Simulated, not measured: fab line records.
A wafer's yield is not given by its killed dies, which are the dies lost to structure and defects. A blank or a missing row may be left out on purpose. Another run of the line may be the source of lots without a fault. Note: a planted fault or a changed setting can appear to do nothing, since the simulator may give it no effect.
Chamber matching    flow n5_finfet    N5_GATE_CUT_STRIP_41 on rie_diel-04 has 4 sister chambers
The step strips in CF4. 8 wafers are shown with their chamber, then 9 later ones without.

## WAFERS WITH THEIR CHAMBER
wafer   chamber  drypump_motor_current_A (A)  showerhead_plenum_p_Torr (Torr)
L077.1  0        5.9                          1.79
L077.6  1        5.4                          1.75
L081.5  2        6.3                          1.84
L082.1  2        6.4                          1.84
L082.5  3        5.7                          1.84
L088.1  1        5.4                          1.75
L088.4  3        5.7                          1.84
L088.5  0        5.9                          1.78

## WAFERS MISSING THEIR CHAMBER
wafer   drypump_motor_current_A (A)  showerhead_plenum_p_Torr (Torr)
L091.3  5.7                          1.84
L091.4  6.4                          1.84
L091.6  5.7                          1.84
L090.1  6.4                          1.84
L090.3  5.9                          1.78
L090.5  5.9                          1.78
L097.1  5.9                          1.78
L097.2  6.4                          1.83
L097.3  5.4                          1.75

## CHAMBER TAKEN BY EACH
wafer   from the rows above  in truth
L091.3  3                    3
L091.4  2                    2
L091.6  3                    3
L090.1  2                    2
L090.3  0                    0
L090.5  0                    0
L097.1  0                    0
L097.2  2                    2
L097.3  1                    1
9 of 9 placed correctly. Not placeable from these rows: 0. Number placed wrongly: 0.
How it was worked out, from the rows above alone: a wafer's distance from a chamber is the root of the sum, over the readings, of the square of ((its reading less the chamber's mean) divided by the reading's scatter). The wafer belongs to the nearest chamber; if the next one is less than 2 further off, it can't be placed. The mean given for a chamber averages the wafers shown for that chamber. The scatter is the square root of a quotient: the sum, over the shown wafers, of each reading's squared deviation from its chamber's mean, divided by wafers minus chambers.
